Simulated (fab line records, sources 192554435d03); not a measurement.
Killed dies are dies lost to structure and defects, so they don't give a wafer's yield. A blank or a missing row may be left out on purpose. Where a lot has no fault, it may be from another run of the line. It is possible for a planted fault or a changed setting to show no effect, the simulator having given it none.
fab line records -- flow n5_finfet
record lots=5, wafers=15, last_day=16
route steps=1938 shown BEOL_M11@1576 PASSIVATION@1936
lots with no fault: from the same line, run without faults
start_h: the number of hours between the record's first day and the start of the first shown wafer of the lot -- wait_h: how many hours have passed since the lot's step before this one -- " repeats the value in the row above -- L1.1+2: a row that stands for several wafers -- - no value, or no start was given -- * or withheld: withheld -- < > ~ a bound
route shown NAME@n: a module of which the file shows steps, and the number in the route of the first -- usual: mean/standard deviation taken from wafers without a fault -- same: alike in all rows -- chamber/n: place in a boat -- sites: each site's reading -- _std_site: the standard deviation of these -- _edge_site: outer sites' mean less inner sites' -- radius_mm: how far each site lies from the wafer's centre -- mask NAME#n: copy n -- behind: the most recent tool/chamber to have shaped the wafer -- hold: the reason the lot was held/the length of the hold in hours/how it ended -- device: whichever transistor did not switch (one of n, p or np) -- end of line: the same wafers' tests at the end of the route -- where a step has no rows: the recipe by itself -- killed: not the wafer's yield, but the dies lost to structure and defects at the first sort -- map: dies across one wafer; x = killed, . = not, _ = none there
set.NAME: setting as actually run; set.NAME@STEP: the setting as run at that earlier step -- model.NAME: the simulator's own value behind a step, which no gauge read
certain route steps with their lots: each step a table, each wafer a row
services: the hour from which a tool's chamber was out of use, counted from the record's first day as start_h (under 0 if before that day), plus the number of hours and why
## steps
# step N5_BEOL_M11_STRIP_73
# recipe chemistry=C4F6/O2, resist=SiARC, rf_frequency_hz=6e+07
# step N5_BEOL_M11_STRIP_36
# recipe chemistry=N2/H2, power_w=450, temp_c=40, pressure_mtorr=20, rf_frequency_hz=6e+07, overash_fraction=0.3, bias_power_w=7, h2_frac=0.5, n2_flow_sccm=200, h2_flow_sccm=200
# usual drypump_motor_current_A=5.8/0.44, oes_product_au=0.79/0.072, rf_vpp_V=59.2/1.8, showerhead_plenum_p_Torr=2.54/0.1, throttle_valve_pct=23.7/0.3
lot.wafer,tool,chamber,start_h,wait_h,drypump_motor_current_A,oes_product_au,rf_hours_counter_h,rf_vpp_V,showerhead_plenum_p_Torr,throttle_valve_pct
L546.1,rie_diel-04,0,247.04,0.0,6.3,0.72,196,59.5,2.52,23.4
L546.2,rie_diel-04,3,247.04,0.0,6.0,0.75,178,58.8,2.42,23.7
L546.4,rie_diel-04,2,247.04,0.0,4.8,0.71,201,61.2,2.63,23.4
L549.1,rie_diel-05,3,272.77,0.0,5.4,0.99,1,58.9,2.49,23.2
L549.3,rie_diel-05,0,272.77,0.0,6.4,0.83,80,60.4,2.47,24.1
L549.4,rie_diel-05,1,272.77,0.0,5.3,0.84,86,59.1,2.68,23.5
L556.2,rie_diel-05,0,318.27,0.0,6.3,0.80,97,58.9,2.46,24.1
L556.3,rie_diel-05,2,318.27,0.0,5.5,0.80,117,59.9,2.66,23.9
L556.6,rie_diel-05,3,318.27,0.0,5.4,0.92,-,60.0,2.49,23.2
L561.1,rie_diel-03,1,332.16,0.0,6.0,0.69,243,61.1,2.38,23.6
L561.2,rie_diel-03,2,332.16,0.0,6.2,0.78,115,57.4,2.55,23.3
L561.3,rie_diel-03,3,332.16,0.0,6.1,0.85,69,58.7,2.69,24.0
L563.4,rie_diel-03,2,351.31,0.0,6.2,0.77,123,62.0,2.55,23.3
L563.5,rie_diel-03,3,351.31,0.0,6.1,0.84,-,59.5,2.68,24.0
L563.6,rie_diel-03,0,351.31,0.0,5.4,0.71,-,58.8,2.51,23.6
# step N5_BEOL_M11_TRENCH_ETCH_37
# recipe chemistry=C4F6/O2, target_depth_a=1488.3, target=SiCOH_lowk, time_s=48, ion_energy_ev=250, pressure_mtorr=30, source_w=345, bias_w=185, Ar_flow_sccm=300, C4F6_flow_sccm=10, O2_flow_sccm=10
# usual drypump_motor_current_A=5.8/0.44, oes_product_au=0.79/0.071, rf_fwd_power_W=341.5/1.6, rf_vpp_V=661/6.8, showerhead_plenum_p_Torr=2.85/0.11, throttle_valve_pct=20.96/0.21
lot.wafer,tool,chamber,start_h,wait_h,drypump_motor_current_A,oes_product_au,rf_fwd_power_W,rf_hours_counter_h,rf_vpp_V,showerhead_plenum_p_Torr,throttle_valve_pct
L546.1,rie_diel-04,0,-,-,6.3,0.72,341.7,196,660,2.82,20.82
L546.2,rie_diel-04,3,-,-,6.0,0.73,340.9,178,651,2.71,20.84
L546.4,rie_diel-04,2,-,-,4.7,0.71,342.3,201,662,2.94,20.77
L549.1,rie_diel-05,3,-,-,5.3,0.98,343.0,1,658,2.81,20.54
L549.3,rie_diel-05,0,-,-,6.3,0.83,342.1,80,667,2.77,21.20
L549.4,rie_diel-05,1,-,-,5.3,0.83,343.8,86,660,2.99,20.76
L556.2,rie_diel-05,0,-,-,6.3,0.82,340.9,97,665,2.76,21.21
L556.3,rie_diel-05,2,-,-,5.4,0.81,341.4,117,669,2.97,20.85
L556.6,rie_diel-05,3,-,-,5.4,0.92,342.1,-,659,2.80,20.57
L561.1,rie_diel-03,1,-,-,6.0,0.70,340.4,243,648,2.70,21.01
L561.2,rie_diel-03,2,-,-,6.2,0.79,340.8,115,664,2.86,20.77
L561.3,rie_diel-03,3,-,-,6.1,0.87,342.2,69,664,3.01,21.17
L563.4,rie_diel-03,2,-,-,6.2,0.78,339.6,123,665,2.85,20.77
L563.5,rie_diel-03,3,-,-,6.0,0.84,343.3,-,664,3.01,21.18
L563.6,rie_diel-03,0,-,-,5.4,0.71,342.1,-,668,2.83,21.19
# step N5_BEOL_M11_ETCH_41
# recipe chemistry=CH3F/O2, target=SiCN, target_depth_a=426, taper_deg=2, time_s=86, ion_energy_ev=120, mask_material=TiN, pressure_mtorr=30, source_w=395, bias_w=75, Ar_flow_sccm=150, CH3F_flow_sccm=30, O2_flow_sccm=20
# step N5_BEOL_M11_STRIP_77
# recipe chemistry=N2/H2, time_s=10, power_w=450, temp_c=40, pressure_mtorr=20, rf_frequency_hz=6e+07, bias_power_w=7, n2_flow_sccm=200, h2_flow_sccm=200
# usual drypump_motor_current_A=5.8/0.45, oes_product_au=0.79/0.072, rf_vpp_V=59.2/0.94, showerhead_plenum_p_Torr=2.54/0.1, throttle_valve_pct=23.69/0.3
lot.wafer,tool,chamber,start_h,wait_h,drypump_motor_current_A,oes_product_au,rf_hours_counter_h,rf_vpp_V,showerhead_plenum_p_Torr,throttle_valve_pct
L546.1,rie_diel-04,0,-,-,6.2,0.73,196,59.6,2.52,23.42
L546.2,rie_diel-04,3,-,-,6.0,0.72,178,60.8,2.42,23.67
L546.4,rie_diel-04,2,-,-,4.8,0.72,201,60.7,2.63,23.44
L549.1,rie_diel-05,3,-,-,5.3,0.99,1,58.5,2.49,23.18
L549.3,rie_diel-05,0,-,-,6.3,0.83,80,60.0,2.47,24.12
L549.4,rie_diel-05,1,-,-,5.3,0.84,86,60.4,2.68,23.50
L556.2,rie_diel-05,0,-,-,6.3,0.81,97,58.4,2.46,24.14
L556.3,rie_diel-05,2,-,-,5.4,0.80,117,59.7,2.66,23.90
L556.6,rie_diel-05,3,-,-,5.3,0.92,-,60.0,2.49,23.20
L561.1,rie_diel-03,1,-,-,6.0,0.69,243,59.2,2.39,23.65
L561.2,rie_diel-03,2,-,-,6.2,0.80,115,59.4,2.55,23.37
L561.3,rie_diel-03,3,-,-,6.1,0.85,69,59.8,2.69,24.00
L563.4,rie_diel-03,2,-,-,6.2,0.78,123,59.5,2.55,23.36
L563.5,rie_diel-03,3,-,-,6.1,0.85,-,59.1,2.68,23.99
L563.6,rie_diel-03,0,-,-,5.4,0.71,-,59.8,2.51,23.65
# step N5_BEOL_M11_OCD_MEAS_38
# usual trench_depth_nm=148.5/2.2
lot.wafer,tool,chamber,start_h,wait_h,trench_depth_nm
L546.1,ocd-01,-,247.26,-,144.6
L546.2,ocd-01,-,247.26,-,147.4
L546.4,ocd-01,-,247.26,-,146.2
L549.1,ocd-02,-,272.99,-,145.9
L549.3,ocd-02,-,272.99,-,150.6
L549.4,ocd-02,-,272.99,-,151.0
L556.2,ocd-01,-,318.49,-,152.1
L556.3,ocd-01,-,318.49,-,148.5
L556.6,ocd-01,-,318.49,-,149.7
L561.1,ocd-01,-,332.38,-,149.5
L561.2,ocd-01,-,332.38,-,148.4
L561.3,ocd-01,-,332.38,-,152.4
L563.4,ocd-02,-,351.54,-,147.3
L563.5,ocd-02,-,351.54,-,151.3
L563.6,ocd-02,-,351.54,-,147.5
# step N5_BEOL_M11_HM_STRIP_39
# recipe chemistry=peroxide_tin_strip, material=TiN, target_depth_a=250, temp_c=50, time_s=158
# step N5_BEOL_M11_SRD_40
# recipe time_s=30, temp_c=23, rinse_liquid=diw, dry=ipa_marangoni
# step N5_BEOL_M11_PRECLEAN_42
# recipe chemistry=residue_remover, time_s=60, temp_c=40
# step N5_BEOL_M11_SRD_43
# recipe time_s=30, temp_c=23, rinse_liquid=diw, dry=ipa_marangoni
# step N5_BEOL_M11_CD_MEAS_35
# recipe target_cd_nm=70, polarity=opening
# usual cd_nm=69.9/0.59
lot.wafer,tool,chamber,start_h,wait_h,cd_nm
L546.1,cd_sem-01,-,247.42,0.0,70.0
L546.2,cd_sem-01,-,247.42,0.0,69.6
L546.4,cd_sem-01,-,247.42,0.0,69.8
L549.1,cd_sem-01,-,273.14,0.0,70.1
L549.3,cd_sem-01,-,273.14,0.0,69.8
L549.4,cd_sem-01,-,273.14,0.0,70.1
L556.2,cd_sem-03,-,318.65,0.0,69.8
L556.3,cd_sem-03,-,318.65,0.0,69.5
L556.6,cd_sem-03,-,318.65,0.0,69.9
L561.1,cd_sem-01,-,332.54,0.0,70.2
L561.2,cd_sem-01,-,332.54,0.0,70.2
L561.3,cd_sem-01,-,332.54,0.0,70.1
L563.4,cd_sem-02,-,351.69,0.0,70.1
L563.5,cd_sem-02,-,351.69,0.0,70.0
L563.6,cd_sem-02,-,351.69,0.0,70.5
# step N5_BEOL_M11_CURE_72
# recipe temp_c=370, time_s=120, ambient=DMADMS/He, material=SiCOH_lowk
# usual lamp_power_pct=52.32/0.056, wafer_temp_C_max=371.9/0.58
lot.wafer,tool,chamber,start_h,wait_h,lamp_power_pct,wafer_temp_C_max
L546.1,uv_cure-03,1,247.46,0.0,52.30,371.5
L546.2,uv_cure-03,1,247.46,0.0,52.33,372.0
L546.4,uv_cure-03,1,247.46,0.0,52.40,371.6
L549.1,uv_cure-02,2,273.31,0.2,52.37,371.8
L549.3,uv_cure-02,2,273.31,0.2,52.25,371.8
L549.4,uv_cure-02,2,273.31,0.2,52.30,371.0
L556.2,uv_cure-03,1,318.74,0.1,52.33,372.0
L556.3,uv_cure-03,1,318.74,0.1,52.29,372.9
L556.6,uv_cure-03,1,318.74,0.1,52.36,372.2
L561.1,uv_cure-03,1,332.58,0.0,52.32,372.0
L561.2,uv_cure-03,1,332.58,0.0,52.17,372.1
L561.3,uv_cure-03,1,332.58,0.0,52.22,372.1
L563.4,uv_cure-03,2,351.88,0.2,52.26,371.8
L563.5,uv_cure-03,2,351.88,0.2,52.23,371.5
L563.6,uv_cure-03,2,351.88,0.2,52.32,372.1
# step N5_BEOL_M11_DEGAS_44
# recipe ambient=vacuum, temp_c=250, time_s=60
# usual heater_power_w=300/34, susceptor_temp_C=249.98/0.17
lot.wafer,tool,chamber,start_h,wait_h,heater_power_w,susceptor_temp_C
L546.1,pvd_sputter-03,-,248.06,0.5,323,250.06
L546.2,pvd_sputter-03,-,248.06,0.5,299,249.84
L546.4,pvd_sputter-03,-,248.06,0.5,267,250.05
L549.1,pvd_sputter-03,-,274.01,0.6,247,247.90
L549.3,pvd_sputter-03,-,274.01,0.6,289,249.83
L549.4,pvd_sputter-03,-,274.01,0.6,302,250.26
L556.2,pvd_sputter-01,-,319.08,0.3,260,249.99
L556.3,pvd_sputter-01,-,319.08,0.3,250,250.11
L556.6,pvd_sputter-01,-,319.08,0.3,250,250.15
L561.1,pvd_sputter-01,-,333.02,0.4,362,250.04
L561.2,pvd_sputter-01,-,333.02,0.4,255,249.85
L561.3,pvd_sputter-01,-,333.02,0.4,307,250.03
L563.4,pvd_sputter-03,-,352.10,0.2,296,249.82
L563.5,pvd_sputter-03,-,352.10,0.2,323,249.87
L563.6,pvd_sputter-03,-,352.10,0.2,290,250.07
# step N5_BEOL_M11_PRE_CLEAN_45
# recipe gas=H2/He, time_s=30, temp_c=250
# usual heater_power_w=300/34
lot.wafer,tool,chamber,start_h,wait_h,heater_power_w
L546.1,pvd_sputter-03,-,248.10,0.0,320
L546.2,pvd_sputter-03,-,248.10,0.0,296
L546.4,pvd_sputter-03,-,248.10,0.0,264
L549.1,pvd_sputter-03,-,274.05,0.0,264
L549.3,pvd_sputter-03,-,274.05,0.0,281
L549.4,pvd_sputter-03,-,274.05,0.0,305
L556.2,pvd_sputter-01,-,319.12,0.0,271
L556.3,pvd_sputter-01,-,319.12,0.0,248
L556.6,pvd_sputter-01,-,319.12,0.0,242
L561.1,pvd_sputter-01,-,333.06,0.0,379
L561.2,pvd_sputter-01,-,333.06,0.0,260
L561.3,pvd_sputter-01,-,333.06,0.0,314
L563.4,pvd_sputter-03,-,352.14,0.0,302
L563.5,pvd_sputter-03,-,352.14,0.0,320
L563.6,pvd_sputter-03,-,352.14,0.0,287
# step N5_PASSIVATION_PROBE_49
# usual defect_limited_yield=91.2/1.4, killed_at_M0_to_M3=34/9.4, killed_at_M4_up=13/5.8, killed_at_contacts=13/6.4, killed_at_front_end=41/11, killed_at_other=3.1/2.3, killed_dies=103/16, killed_open=69/12, killed_short=33/7.8, sort_bin_5_function=5.1/0.91, sort_bin_6_memory=3.3/0.63, sort_n_pass=1077/16, sort_yield_pct=91.2/1.4
# same gross_dies=1180, killed_at_back_side=0, sort_bin_4_leakage[%]=0, sort_bin_8_speed[%]=0
lot.wafer,tool,chamber,start_h,wait_h,defect_limited_yield[%],killed_at_M0_to_M3,killed_at_M4_up,killed_at_contacts,killed_at_front_end,killed_at_other,killed_dies,killed_open,killed_short,sort_bin_5_function[%],sort_bin_6_memory[%],sort_n_pass,sort_yield_pct[%]
L546.1,prober-01,-,289.37,0.0,91.6,36,13,10,38,2,99,55,44,4.4,3.6,1081,91.6
L546.2,prober-01,-,289.42,0.1,89.3,39,29,25,29,4,126,90,35,7.0,3.2,1054,89.3
L546.4,prober-01,-,289.52,0.2,88.9,39,13,21,54,4,131,88,43,6.9,3.9,1049,88.9
L556.2,prober-02,-,365.05,0.1,92.1,17,22,18,33,3,93,61,31,4.4,3.1,1087,92.1
L556.3,prober-02,-,365.10,0.1,90.4,29,31,16,33,4,113,74,38,5.8,3.3,1067,90.4
L556.6,prober-02,-,365.25,0.3,92.8,27,8,18,30,2,85,63,22,3.5,3.6,1095,92.8
L561.1,prober-01,-,374.02,0.0,93.1,42,9,7,21,3,82,48,32,4.0,2.5,1098,93.1
L561.2,prober-01,-,374.07,0.1,93.9,22,14,9,19,8,72,51,20,3.1,2.6,1108,93.9
L561.3,prober-01,-,374.12,0.1,93.5,29,16,10,17,5,77,46,31,2.9,3.3,1103,93.5
L563.4,prober-02,-,386.83,0.2,89.7,38,12,14,55,2,121,72,43,6.4,3.6,1059,89.7
L563.5,prober-02,-,386.88,0.2,90.9,21,4,15,67,0,107,74,32,5.3,3.4,1073,90.9
L563.6,prober-02,-,386.93,0.3,88.9,45,9,15,60,2,131,95,33,6.4,4.1,1049,88.9
# killed by level:class
L546.1 BEOL_M0_SAQP:geometric_particle:short=13 BEOL_M0_SAQP:geometric_particle:open=9 FIN_SAQP:geometric_particle:open=8 DUMMY_GATE:geometric_particle:open=7 FIN_SAQP:geometric_particle:short=6 MOL_CONTACT_COAG:geometric_particle:open=6 BEOL_M4:geometric_particle:open=6 STARTING-WAFER:geometric_particle:open=5
L546.2 MOL_CONTACT_COAG:geometric_particle:open=22 BEOL_M4:geometric_particle:open=20 BEOL_M0_SAQP:geometric_particle:open=17 FIN_SAQP:geometric_particle:short=9 BEOL_M0_SAQP:geometric_particle:short=9 BEOL_M3:geometric_particle:open=6 DUMMY_GATE:geometric_particle:open=4 STARTING-WAFER:geometric_particle:open=4
L546.4 FIN_SAQP:geometric_particle:open=21 MOL_CONTACT_COAG:geometric_particle:open=14 DUMMY_GATE:geometric_particle:open=12 BEOL_M0_SAQP:geometric_particle:open=11 BEOL_M0_SAQP:geometric_particle:short=11 MOL_CONTACT_COAG:geometric_particle:short=7 FIN_SAQP:geometric_particle:short=6 BEOL_M2:geometric_particle:open=5
L556.2 MOL_CONTACT_COAG:geometric_particle:open=14 FIN_SAQP:geometric_particle:short=10 BEOL_M4:geometric_particle:open=7 BEOL_M1:geometric_particle:open=6 BEOL_M0_SAQP:geometric_particle:short=5 STI_FIN_REVEAL:geometric_particle:open=5 FIN_SAQP:geometric_particle:open=4 MOL_CONTACT_COAG:geometric_particle:short=4
L556.3 BEOL_M4:geometric_particle:open=13 MOL_CONTACT_COAG:geometric_particle:open=12 BEOL_M0_SAQP:geometric_particle:short=10 DUMMY_GATE:geometric_particle:open=7 BEOL_M0_SAQP:geometric_particle:open=7 BEOL_M4:geometric_particle:short=6 STI_FIN_REVEAL:geometric_particle:open=5 FIN_SAQP:geometric_particle:open=4
L556.6 MOL_CONTACT_COAG:geometric_particle:open=16 STARTING-WAFER:geometric_particle:open=9 STI_FIN_REVEAL:geometric_particle:open=7 BEOL_M0_SAQP:geometric_particle:open=5 BEOL_M1:geometric_particle:short=5 BEOL_M3:geometric_particle:open=5 GATE_CUT:geometric_particle:short=4 BEOL_M1:geometric_particle:open=4
L561.1 BEOL_M0_SAQP:geometric_particle:short=8 MOL_CONTACT_COAG:geometric_particle:open=7 BEOL_M0_SAQP:geometric_particle:open=7 BEOL_M3:geometric_particle:short=7 BEOL_M1:geometric_particle:open=6 BEOL_M3:geometric_particle:open=6 STI_FIN_REVEAL:geometric_particle:open=5 STARTING-WAFER:geometric_particle:open=4
L561.2 BEOL_M4:geometric_particle:open=8 MOL_CONTACT_COAG:geometric_particle:open=7 BEOL_M3:geometric_particle:open=7 STI_FIN_REVEAL:geometric_particle:open=6 BEOL_M0_SAQP:geometric_particle:short=5 BEOL_M3:geometric_particle:short=4 BEOL_M5:geometric_particle:open=3 FIN_SAQP:geometric_particle:open=2
L561.3 BEOL_M3:geometric_particle:open=8 MOL_CONTACT_COAG:geometric_particle:open=7 STI_FIN_REVEAL:geometric_particle:open=5 BEOL_M0_SAQP:geometric_particle:short=5 BEOL_M4:geometric_particle:open=5 BEOL_M4:geometric_particle:short=5 BEOL_M2:geometric_particle:short=4 GATE_CUT:geometric_particle:short=3
L563.4 STI_FIN_REVEAL:geometric_particle:open=17 FIN_SAQP:geometric_particle:short=12 BEOL_M3:geometric_particle:open=12 MOL_CONTACT_COAG:geometric_particle:open=9 BEOL_M2:geometric_particle:open=6 MOL_CONTACT_COAG:geometric_particle:short=5 GATE_CUT:geometric_particle:open=4 GATE_CUT:geometric_particle:short=4
L563.5 STI_FIN_REVEAL:geometric_particle:open=21 FIN_SAQP:geometric_particle:open=17 MOL_CONTACT_COAG:geometric_particle:open=10 FIN_SAQP:geometric_particle:short=8 BEOL_M1:geometric_particle:open=6 GATE_CUT:geometric_particle:short=5 MOL_CONTACT_COAG:geometric_particle:short=5 BEOL_M2:geometric_particle:open=5
L563.6 FIN_SAQP:geometric_particle:open=21 STI_FIN_REVEAL:geometric_particle:open=19 BEOL_M3:geometric_particle:open=17 BEOL_M1:geometric_particle:open=10 MOL_CONTACT_COAG:geometric_particle:open=10 FIN_SAQP:geometric_particle:short=9 BEOL_M0:geometric_particle:open=6 MOL_CONTACT_COAG:geometric_particle:short=5
## services
tool,chamber,start_h,hours,kind
rie_diel-05,3,242.10,-,clean
rie_diel-05,3,242.10,-,consumable_replace:focus_ring
rie_diel-05,3,242.10,27.1,scheduled_down
rie_diel-05,3,242.10,27.1,vent_cycle
rie_diel-05,1,245.40,1.7,repair
rie_diel-04,2,270.32,2.7,repair
rie_diel-04,2,293.38,3.7,repair
uv_cure-02,-,320.65,1.0,pm
uv_cure-02,-,335.99,0.7,repair
pvd_sputter-03,-,340.49,2.0,repair
rie_diel-03,1,352.01,-,clean
rie_diel-03,1,352.01,-,consumable_replace:focus_ring
rie_diel-03,1,352.01,-,consumable_replace:showerhead
rie_diel-03,1,352.01,10.5,scheduled_down
rie_diel-03,1,352.01,10.5,vent_cycle
## key
first_sign step=N5_BEOL_M11_DEGAS_44, reading=susceptor_temp_C, direction=down, sigmas=12, usual=*, struck=*
effect none on later readings
met_at N5_BEOL_M11_DEGAS_44
struck_wafers L549.1
onset_between 248.06 274.01
fault kind=process_parameter_drift, tool=pvd_sputter-03, chamber=-, onset_h=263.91, steps=N5_BEOL_M11_DEGAS_44, channel=temp_c, offset=*, shape=step, end_h=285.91, acts_in=*, stated=*, scope=struck_wafers_only
